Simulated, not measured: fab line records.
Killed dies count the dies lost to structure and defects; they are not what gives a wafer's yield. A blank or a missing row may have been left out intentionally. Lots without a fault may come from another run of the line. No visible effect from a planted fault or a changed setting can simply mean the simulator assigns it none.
fab line records ; flow n5_finfet
record: lots: 3; wafers: 9; last_day: 19
route steps=1938 shown FIN_SAQP@96 BEOL_M4@1111 PASSIVATION@1936
lots that met no fault: taken from a fault-free run of the same line
start_h: hours from the record's first day to the start of the lot's first wafer shown ; wait_h: time in hours since the lot's previous step ; " repeats the value in the row above ; L1.1+2: a single row standing in for several wafers ; - no value, or no start given ; * or withheld: withheld ; < > ~ a bound
route shown NAME@n: a module of which the file shows steps, and the number in the route of the first ; usual: average and standard deviation across the fault-free wafers ; same: alike in all rows ; chamber/n: place in a boat ; sites: per-site readings ; _std_site: how widely they spread, as a standard deviation ; _edge_site: inner sites' mean taken away from outer sites' mean ; radius_mm: how far each site lies from the wafer's centre ; mask NAME#n: copy n ; behind: the most recent tool/chamber to have shaped the wafer ; hold: why the lot was held/for how many hours/how that ended ; device: the n, p or np transistor that did not switch ; end of line: the tests these same wafers got at the end of their route ; a step without rows: its recipe alone ; killed: at the first sort, the dies lost to defects and structure; wafer yield is something else ; map: a wafer's dies, marking killed ones x, the rest . and places with no die _
set.NAME: the run value of the setting; set.NAME@STEP: its run value at that earlier step ; model.NAME: the simulator's own value behind a step, which no gauge read
a table for each step, a row for each wafer; lots at some steps of the route
services: from which hour (start_h, from the record's first day; less than 0 if before it) a tool's chamber was out of use, for how many hours, and why
== steps ==
step: N5_FIN_SAQP_HM_DEP_03
recipe: material: SiNx; target_thk_a: 380; temp_c: 400; precursor: SiH4/NH3/N2; pressure_torr: 1.5; rf_w: 300; time_s: 33.6
step: N5_FIN_SAQP_PECVD_47
recipe: material: a-Si; target_thk_a: 450; temp_c: 400; precursor: SiH4/He; pressure_torr: 3; rf_w: 100; time_s: 36.3
step: N5_FIN_SAQP_PECVD_48
recipe: material: SiNx; target_thk_a: 250; temp_c: 400; precursor: SiH4/NH3/N2; pressure_torr: 1.5; rf_w: 300; time_s: 22.1
step: N5_FIN_SAQP_PECVD_06
recipe: material: a-Si; target_thk_a: 600; temp_c: 400; precursor: SiH4/He; pressure_torr: 3; rf_w: 100; time_s: 48.1
step: N5_FIN_SAQP_HM_DEP_72
recipe: material: SiO2; target_thk_a: 120; temp_c: 400; precursor: SiH4/N2O; pressure_torr: 0.75; rf_w: 275; time_s: 7.2
step: N5_FIN_SAQP_COAT_49
recipe: resist: SOC; temp_c: 250; time_s: 60; spin_rpm: 1500; resist_thk_nm: 100
step: N5_FIN_SAQP_COAT_50
recipe: resist: SiARC; temp_c: 220; time_s: 60; spin_rpm: 1500; resist_thk_nm: 35
step: N5_FIN_SAQP_COAT_10
recipe: resist: CAR-ArF; spin_rpm: 1500; resist_thk_nm: 90
step: N5_FIN_SAQP_EBR_12
recipe: solvent: PGMEA; ebr_width_mm: 1.5
step: N5_FIN_SAQP_SOFTBAKE_11
recipe: temp_c: 110; time_s: 60; resist: CAR-ArF
step: N5_FIN_SAQP_EXPOSE_13
recipe: mask_id: FIN_CORE; na: 1.35; source_shape: dipole; sigma_inner: 0.538; sigma_outer: 0.738; polarization: te; target_cd_nm: 35.6; dose_mj: 63.25
usual: exposure_dose_mJ_cm2: 63.21/0.076
lot.wafer;tool;chamber;start_h;wait_h;mask;exposure_dose_mJ_cm2
L595.1;arfi_scanner-01;0;57.67;-;FIN_CORE#0;63.34
L595.4;arfi_scanner-01;0;57.67;-;FIN_CORE#0;63.26
L595.5;arfi_scanner-01;0;57.67;-;FIN_CORE#0;63.23
L605.1;arfi_scanner-01;0;117.44;-;FIN_CORE#0;60.48
L605.5;arfi_scanner-01;0;117.44;-;FIN_CORE#0;60.52
L605.6;arfi_scanner-01;0;117.44;-;FIN_CORE#0;60.56
L611.1;arfi_scanner-03;0;153.96;-;FIN_CORE#0;63.06
L611.2;arfi_scanner-03;0;153.96;-;FIN_CORE#0;63.13
L611.3;arfi_scanner-03;0;153.96;-;FIN_CORE#0;63.05
step: N5_FIN_SAQP_PEB_14
recipe: peb_temp_c: withheld; peb_time_s: 60; resist: CAR-ArF
step: N5_FIN_SAQP_DEVELOP_15
recipe: develop_time_s: 30; developer: TMAH; resist: CAR-ArF; dev_temp_c: 23; rinse_liquid: diw; dry: air_spin
step: N5_FIN_SAQP_CD_MEAS_16
recipe: target_cd_nm: 35.6; landing_energy_ev: 500; detector: se_inlens
usual: cd_nm: 35.5/0.32
lot.wafer;tool;chamber;start_h;wait_h;cd_nm
L595.1;cd_sem-03;0;57.80;-;35.5
L595.4;cd_sem-03;0;57.80;-;35.8
L595.5;cd_sem-03;0;57.80;-;35.3
L605.1;cd_sem-01;0;117.57;-;32.8
L605.5;cd_sem-01;0;117.57;-;25.9
L605.6;cd_sem-01;0;117.57;-;27.4
L611.1;cd_sem-01;0;154.09;-;35.6
L611.2;cd_sem-01;0;154.09;-;35.1
L611.3;cd_sem-01;0;154.09;-;35.7
step: N5_FIN_SAQP_DESCUM_21
recipe: chemistry: O2; time_s: 7.9; source_power_w: 50; bias_power_w: 20; pressure_mtorr: 20; rf_frequency_hz: 2.712e+07; temp_c: 40; resist: CAR-ArF; o2_flow_sccm: 225
step: N5_FIN_SAQP_ETCH_51
recipe: chemistry: CF4; target: SiARC; target_depth_a: 455; mask_material: CAR-ArF; time_s: 75.8; ion_energy_ev: 80; pressure_mtorr: 40; source_w: 545; bias_w: 36; Ar_flow_sccm: 100; cf4_flow_sccm: 100; ends: cleared
step: N5_FIN_SAQP_ETCH_52
recipe: chemistry: N2/H2; target: SOC; target_depth_a: 1000; overetch_a: 200; mask_material: SiARC; temp_c: 40; time_s: 150; ion_energy_ev: 200; pressure_mtorr: 30; source_w: 840; bias_w: 150; n2_flow_sccm: 200; h2_flow_sccm: 200; ends: end_point
step: N5_FIN_SAQP_STRIP_53
recipe: chemistry: N2/H2; temp_c: 40; n2_flow_sccm: 200; h2_flow_sccm: 200; rf_frequency_hz: 6e+07
step: N5_FIN_SAQP_HM_OPEN_73
recipe: chemistry: CHF3/O2; target: SiO2; stop_on: a-Si; target_depth_a: 120; over_etch_frac: 1.8; mask_material: SOC; time_s: 16.8; pressure_mtorr: 30; source_w: 650; bias_w: 170; Ar_flow_sccm: 200; CHF3_flow_sccm: 50; O2_flow_sccm: 5; ion_energy_ev: 200; ends: end_point
step: N5_FIN_SAQP_STRIP_74
recipe: chemistry: CHF3/O2; resist: SiARC; rf_frequency_hz: 6e+07
step: N5_FIN_SAQP_MANDREL_ETCH_22
recipe: target_depth_a: 600; chemistry: HBr/Cl2; target: a-Si; stop_on: SiNx; bt_time_s: 10; over_etch_frac: 0.5; time_s: 30; pressure_mtorr: 10; icp_w: 800; bias_w: 75; HBr_flow_sccm: 150; Cl2_flow_sccm: 80; ends: end_point
step: N5_FIN_SAQP_STRIP_55
recipe: chemistry: N2/H2; power_w: 500; temp_c: 40; pressure_mtorr: 50; rf_frequency_hz: 6e+07; overash_fraction: 0.3; bias_power_w: 28; h2_frac: 0.5; n2_flow_sccm: 300; h2_flow_sccm: 300
step: N5_FIN_SAQP_STRIP_23
recipe: chemistry: SPM; time_s: 750; temp_c: 130; h2so4_h2o2_vol_ratio: 4
step: N5_FIN_SAQP_SRD_66
recipe: dry: ipa_marangoni; time_s: 30; temp_c: 23; rinse_liquid: diw
step: N5_FIN_SAQP_RECESS_75
recipe: chemistry: HF/NH3; target: SiO2; target_depth_a: 144; afs_cycles: 3; temp_c: 30; sublimation_temp_c: 180; sublimation_time_s: 60
step: N5_FIN_SAQP_SPACER1_ALD_24
recipe: material: SiO2; target_thk_a: 203; temp_c: 300; ald_precursor_family: BDEAS; ald_co_reactant: O2-plasma; pulse_time_s: 1; purge_time_s: 2; co_reactant_purge_time_s: 2; ald_cycles: 218; pressure_torr: 2
step: N5_FIN_SAQP_SPACER1_ETCHBACK_25
recipe: chemistry: CHF3/O2; mode: anisotropic_etchback; target: SiO2; target_depth_a: 244; time_s: 12.2; pressure_mtorr: 30; source_w: 650; bias_w: 170; Ar_flow_sccm: 200; CHF3_flow_sccm: 50; O2_flow_sccm: 5; ion_energy_ev: 200
step: N5_FIN_SAQP_MANDREL1_REMOVE_56
recipe: chemistry: HBr/Cl2/O2; bt_time_s: 10; target: a-Si; stop_on: SiNx; endpoint: OES-SiCl; over_etch_frac: 1; icp_w: 600; bias_w: 22; HBr_flow_sccm: 150; Cl2_flow_sccm: 80; O2_flow_sccm: 5; pressure_mtorr: 10
step: N5_FIN_SAQP_ETCH_57
recipe: chemistry: CH3F/O2; target: SiNx; mask_material: SiO2; target_depth_a: 325; time_s: 46.4; pressure_mtorr: 30; source_w: 395; bias_w: 73; Ar_flow_sccm: 150; CH3F_flow_sccm: 30; O2_flow_sccm: 20; ion_energy_ev: 120; ends: cleared
step: N5_FIN_SAQP_ETCH_65
recipe: chemistry: CF4; target: SiO2; target_depth_a: 40; ion_energy_ev: 350; time_s: 4.4; pressure_mtorr: 10; icp_w: 800; bias_w: 400; cf4_flow_sccm: 80
step: N5_FIN_SAQP_MANDREL_ETCH_58
recipe: chemistry: HBr/Cl2; target: a-Si; target_depth_a: 450; bt_time_s: 10; stop_on: SiNx; mask_material: SiO2; over_etch_frac: 0.8; time_s: 27; pressure_mtorr: 10; icp_w: 800; bias_w: 75; HBr_flow_sccm: 150; Cl2_flow_sccm: 80; ends: end_point
step: N5_FIN_SAQP_RECESS_63
recipe: chemistry: HF/NH3; target: SiO2; target_depth_a: 180; afs_cycles: 3; temp_c: 30; sublimation_temp_c: 180; sublimation_time_s: 60
step: N5_FIN_SAQP_COAT_68
recipe: resist: SOC; temp_c: 250; time_s: 60; spin_rpm: 1500; resist_thk_nm: 100
step: N5_FIN_SAQP_ETCH_69
recipe: chemistry: N2/H2; target: SOC; target_depth_a: 1500; stop_on: SiNx; ion_energy_ev: 100; bias_w: 61; pressure_mtorr: 30; source_w: 850; n2_flow_sccm: 200; h2_flow_sccm: 200
step: N5_FIN_SAQP_ETCH_67
recipe: chemistry: CH3F/O2; target: SiNx; target_depth_a: 300; mask_material: SOC; pressure_mtorr: 30; source_w: 395; bias_w: 73; Ar_flow_sccm: 150; CH3F_flow_sccm: 30; O2_flow_sccm: 20; ion_energy_ev: 120
step: N5_FIN_SAQP_STRIP_70
recipe: chemistry: N2/H2; power_w: 500; temp_c: 40; pressure_mtorr: 50; rf_frequency_hz: 6e+07; overash_fraction: 0.3; bias_power_w: 28; h2_frac: 0.5; n2_flow_sccm: 300; h2_flow_sccm: 300
step: N5_FIN_SAQP_RECESS_71
recipe: chemistry: HF/NH3; target: SiO2; target_depth_a: 30; afs_cycles: 1; temp_c: 30; sublimation_temp_c: 180; sublimation_time_s: 60
step: N5_BEOL_M4_RC_MEAS_101
usual: DIBL_N: 36.2/1.2; DIBL_P: 36.3/1.3; IOFF_N: 0.155/0.019; IOFF_P: 0.210/0.029; ION_N: 677/8.6; ION_P: 465/6.8; SS_N: 71.4/0.48; SS_P: 73.2/0.53; VT_N: 249.9/2.4; VT_P: -250/3.2
lot.wafer;tool;chamber;start_h;wait_h;DIBL_N[mV/V];DIBL_P[mV/V];IOFF_N[nA/um];IOFF_P[nA/um];ION_N[uA/um];ION_P[uA/um];SS_N[mV/dec];SS_P[mV/dec];VT_N[mV];VT_P[mV]
L595.1;prober-02;0;216.13;0.0;34.9;35.8;0.154;0.217;693;471;71.2;72.6;249.1;-247
L595.4;prober-02;0;216.13;0.0;34.4;34.1;0.138;0.199;679;464;71.4;73.3;249.7;-249
L595.5;prober-02;0;216.13;0.0;36.1;37.7;0.175;0.253;686;480;71.2;73.4;246.2;-248
L605.1;prober-01;0;280.71;0.0;35.1;35.7;0.141;0.174;672;456;71.4;73.3;253.6;-255
L611.1;prober-02;0;329.04;0.0;36.2;35.4;0.151;0.202;671;464;71.4;73.1;249.5;-252
L611.2;prober-02;0;329.04;0.0;35.7;35.3;0.148;0.196;665;455;71.2;72.5;251.8;-252
L611.3;prober-02;0;329.04;0.0;38.5;37.9;0.202;0.232;680;461;72.1;74.5;247.8;-252
step: N5_PASSIVATION_PROBE_49
usual: defect_limited_yield: 91.2/1.4; killed_at_M0_to_M3: 34/10; killed_at_M4_up: 13/5.1; killed_at_contacts: 12/6.5; killed_at_front_end: 41/11; killed_at_other: 4/3.3; killed_dies: 104/16; killed_on_rim: 14/3.9; killed_open: 69/13; killed_short: 33/7; sort_bin_5_function: 5.1/0.91; sort_bin_6_memory: 3.3/0.69; sort_n_pass: 1076/16; sort_yield_pct: 91.2/1.4
same: gross_dies: 1180; killed_at_back_side: 0; sort_bin_4_leakage[%]: 0; sort_bin_8_speed[%]: 0
lot.wafer;tool;chamber;start_h;wait_h;defect_limited_yield[%];killed_at_M0_to_M3;killed_at_M4_up;killed_at_contacts;killed_at_front_end;killed_at_other;killed_dies;killed_on_rim;killed_open;killed_short;sort_bin_5_function[%];sort_bin_6_memory[%];sort_n_pass;sort_yield_pct[%]
L605.1;prober-02;-;376.53;0.0;92.5;29;11;19;25;4;88;9;63;24;3.5;3.9;1092;92.5
L605.5;prober-02;-;376.73;0.2;0.1;37;17;14;1110;1;1179;151;63;38;96.7;2.9;1;0.1
L605.6;prober-02;-;376.78;0.3;4.6;17;14;14;1078;3;1126;123;48;22;92.9;2.2;54;4.6
killed by level:class
L605.1 MOL_CONTACT_COAG:geometric_particle:open=16 BEOL_M0_SAQP:geometric_particle:open=13 GATE_CUT:geometric_particle:short=5 BEOL_M0_SAQP:geometric_particle:short=5 BEOL_M2:geometric_particle:open=5 DUMMY_GATE:geometric_particle:open=4 STI_FIN_REVEAL:geometric_particle:open=3 GATE_CUT:geometric_particle:open=3
L605.5 FIN_SAQP:area_expose=1078 MOL_CONTACT_COAG:geometric_particle:open=11 BEOL_M0_SAQP:geometric_particle:open=10 BEOL_M0_SAQP:geometric_particle:short=10 BEOL_M3:geometric_particle:open=8 BEOL_M4:geometric_particle:open=7 GATE_CUT:geometric_particle:short=6 STI_FIN_REVEAL:geometric_particle:open=5
L605.6 FIN_SAQP:area_expose=1056 MOL_CONTACT_COAG:geometric_particle:open=11 BEOL_M4:geometric_particle:open=8 BEOL_M3:geometric_particle:open=6 STI_FIN_REVEAL:geometric_particle:open=4 BEOL_M0_SAQP:geometric_particle:short=4 FIN_SAQP:geometric_particle:open=3 MOL_CONTACT_COAG:geometric_particle:short=3
map L605.5 (x killed, . not)
_________________xxxxxxxxxxxx________________
______________xxxxxxxxxxxxxxxxxx_____________
___________xxxxxxxxxxxxxxxxxxxxxxxx__________
__________xxxxxxxxxxxxxxxxxxxxxxxxxx_________
________xxxxxxxxxxxxxxxxxxxxxxxxxxxxxx_______
_______xxxxxxxxxxxxxxxxxxxxxxxxxxxxxxxx______
______xxxxxxxxxxxxxxxxxxxxxxxxxxxxxxxxxx_____
_____xxxxxxxxxxxxxxxxxxxxxxxxxxxxxxxxxxxx____
____xxxxxxxxxxxxxxxxxxxxxxxxxxxxxxxxxxxxxx___
___xxxxxxxxxxxxxxxxxxxxxxxxxxxxxxxxxxxxxxxx__
___xxxxxxxxxxxxxxxxxxxxxxxxxxxxxxxxxxxxxxxx__
__xxxxxxxxxxxxxxxxxxxxxxxxxxxxxxxxxxxxxxxxxx_
__xxxxxxxxxxxxxxxxxxxxxxxxxxxxxxxxxxxxxxxxxx_
_xxxxxxxxxxxxxxxxxxxxxxxxxxxxxxxxxxxxxxxxxxx.
_xxxxxxxxxxxxxxxxxxxxxxxxxxxxxxxxxxxxxxxxxxxx
_xxxxxxxxxxxxxxxxxxxxxxxxxxxxxxxxxxxxxxxxxxxx
_xxxxxxxxxxxxxxxxxxxxxxxxxxxxxxxxxxxxxxxxxxxx
_xxxxxxxxxxxxxxxxxxxxxxxxxxxxxxxxxxxxxxxxxxxx
_xxxxxxxxxxxxxxxxxxxxxxxxxxxxxxxxxxxxxxxxxxxx
_xxxxxxxxxxxxxxxxxxxxxxxxxxxxxxxxxxxxxxxxxxxx
_xxxxxxxxxxxxxxxxxxxxxxxxxxxxxxxxxxxxxxxxxxxx
__xxxxxxxxxxxxxxxxxxxxxxxxxxxxxxxxxxxxxxxxxx_
__xxxxxxxxxxxxxxxxxxxxxxxxxxxxxxxxxxxxxxxxxx_
___xxxxxxxxxxxxxxxxxxxxxxxxxxxxxxxxxxxxxxxx__
___xxxxxxxxxxxxxxxxxxxxxxxxxxxxxxxxxxxxxxxx__
____xxxxxxxxxxxxxxxxxxxxxxxxxxxxxxxxxxxxxx___
_____xxxxxxxxxxxxxxxxxxxxxxxxxxxxxxxxxxxx____
______xxxxxxxxxxxxxxxxxxxxxxxxxxxxxxxxxx_____
_______xxxxxxxxxxxxxxxxxxxxxxxxxxxxxxxx______
________xxxxxxxxxxxxxxxxxxxxxxxxxxxxxx_______
__________xxxxxxxxxxxxxxxxxxxxxxxxxx_________
___________xxxxxxxxxxxxxxxxxxxxxxxx__________
______________xxxxxxxxxxxxxxxxxx_____________
_________________xxxxxxxxxxxx________________
map L595.5 (x killed, . not)
_________________x..........x________________
______________............x.x..x_____________
___________..x..........x..........__________
__________x.................x......._________
________......x..x...........xxx......_______
_______............................x.x.______
______..........x...........x..........._____
_____.................x....x...x.........____
____...................xx.........x...xx.x___
___...x..........x.x..........x.x.....x....__
___...x.........x..................xx......__
__...x...........x......x.....x.x...x...x..._
__..x.xx...................x................_
_....................x...............x.....x.
_.........xxxx.x..x.x................x..x....
_.................x....x........x..........x.
_.......xxx....x......x........x..x..........
_................x...x...........xx.....x....
_...................x.............x...x.x..xx
_......x.......x.x........x...x..........x...
_..x........x.....................x..........
__xx.......x.x.......x......................_
__...x..x..........x.......................x_
___.............x..................x.....xx__
___x....x..................................__
____........................x.....x.....x.___
_____.x................x...............x.____
______x...x...x........................._____
_______...............x................______
________x...xx.........x.......x......_______
__________..........xx........x....._________
___________.....................x.x__________
______________............x....._____________
_________________..........x.________________
== services ==
tool;chamber;start_h;hours;kind
arfi_scanner-01;-;34.70;1.0;pm
arfi_scanner-01;-;35.70;0.8;pm
arfi_scanner-01;-;39.93;1.3;pm
arfi_scanner-03;0;48.81;-;calibration
arfi_scanner-03;-;50.64;0.8;pm
arfi_scanner-03;-;51.80;2.2;repair
arfi_scanner-01;-;75.21;4.8;repair
arfi_scanner-03;-;80.10;3.1;pm
arfi_scanner-03;-;86.70;1.3;pm
arfi_scanner-03;-;99.85;1.0;pm
arfi_scanner-01;-;122.75;3.9;pm
arfi_scanner-03;-;126.68;4.9;pm
arfi_scanner-03;-;148.55;3.9;pm
arfi_scanner-01;-;149.58;1.0;pm
arfi_scanner-01;-;153.04;1.0;pm
== key ==
first_sign: step: N5_FIN_SAQP_EXPOSE_13; reading: exposure_dose_mJ_cm2; direction: down; sigmas: 35; usual: 63.21; struck: 60.52
effect: step: N5_FIN_SAQP_CD_MEAS_16; reading: cd_nm; direction: down; sigmas: 21; usual: 35.5; struck: 28.7; through: control_loop
effect: step: N5_PASSIVATION_PROBE_49; reading: sort_bin_5_function; direction: up; sigmas: 65; usual: 5.1; struck: 64.4; wafers_moved: 2
more_kills_born_at: N5_FIN_SAQP_EXPOSE_13@arfi_scanner-01: 2135
met_at N5_FIN_SAQP_EXPOSE_13
struck_wafers L605.1,L605.5,L605.6
later_rows_left_out L605.5,L605.6
loop_trim: step: N5_FIN_SAQP_EXPOSE_13; setting: dose; lots: L605
onset_between 57.67 117.44
fault: kind: process_parameter_drift; tool: arfi_scanner-01; chamber: -; onset_h: 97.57; steps: N5_FIN_SAQP_EXPOSE_13; channel: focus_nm; offset: 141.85; spread_by_wafer: 0.3; shape: step; end_h: 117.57
later_rows_left_out: the simulator's readings of these wafers behind a module that went badly wrong aren't trusted and aren't shown, but for the sort
loop_trim: a control loop set the setting to another value than it would have without faults
